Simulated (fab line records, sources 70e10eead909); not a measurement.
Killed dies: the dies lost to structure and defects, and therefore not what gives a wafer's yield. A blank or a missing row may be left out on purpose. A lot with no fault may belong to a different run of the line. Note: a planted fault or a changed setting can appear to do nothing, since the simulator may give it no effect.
Matching of chambers -- flow nand_harc -- NHARC_A_M1_CMP_23 on cmp-04 has 4 sister chambers
The step polishes, t overpolish 20 s, target thk 154.34 nm. 8 wafers are shown with their chamber, then 7 later ones without.

## WAFERS PAIRED WITH THEIR CHAMBERS
wafer,chamber,motor_current_A (A),retaining_ring_pressure_frac
L076.3,2,10.3,1.000
L085.3,2,10.8,1.002
L085.4,3,12.3,1.000
L090.2,1,11.8,0.999
L090.5,1,11.6,1.002
L090.6,0,12.0,1.002
L093.2,0,11.8,1.000
L093.3,3,12.1,1.008

## WAFERS MISSING THEIR CHAMBER
wafer,motor_current_A (A),retaining_ring_pressure_frac
L093.5,12.1,0.990
L096.3,11.6,1.004
L096.5,10.5,1.003
L096.6,12.4,1.009
L097.2,11.7,1.001
L097.5,10.5,0.995
L097.6,12.5,1.001

## THE CHAMBER EACH PASSED THROUGH
wafer,from the rows above,in truth
L093.5,can't be placed: 0 or 1 or 3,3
L096.3,can't be placed: 1 or 0 or 3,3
L096.5,2,2
L096.6,can't be placed: 3 or 0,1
L097.2,can't be placed: 1 or 0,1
L097.5,2,2
L097.6,can't be placed: 3 or 0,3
Correct placement for 2 of the 7. These rows do not allow placing 5 (true chamber among the candidates in 4). 0 placed wrongly.
How it was worked out, from the rows above alone: a wafer's distance from a chamber is the root of the sum, over the readings, of the square of ((its reading less the chamber's mean) divided by the reading's scatter). If the next closest chamber is less than 2 further off than the closest, the wafer can't be placed; otherwise it belongs to the closest. The mean given for a chamber averages the wafers shown for that chamber. The scatter: the root of (the sum of the squares of (reading less its chamber's mean) over the shown wafers, divided by (wafers less chambers)).
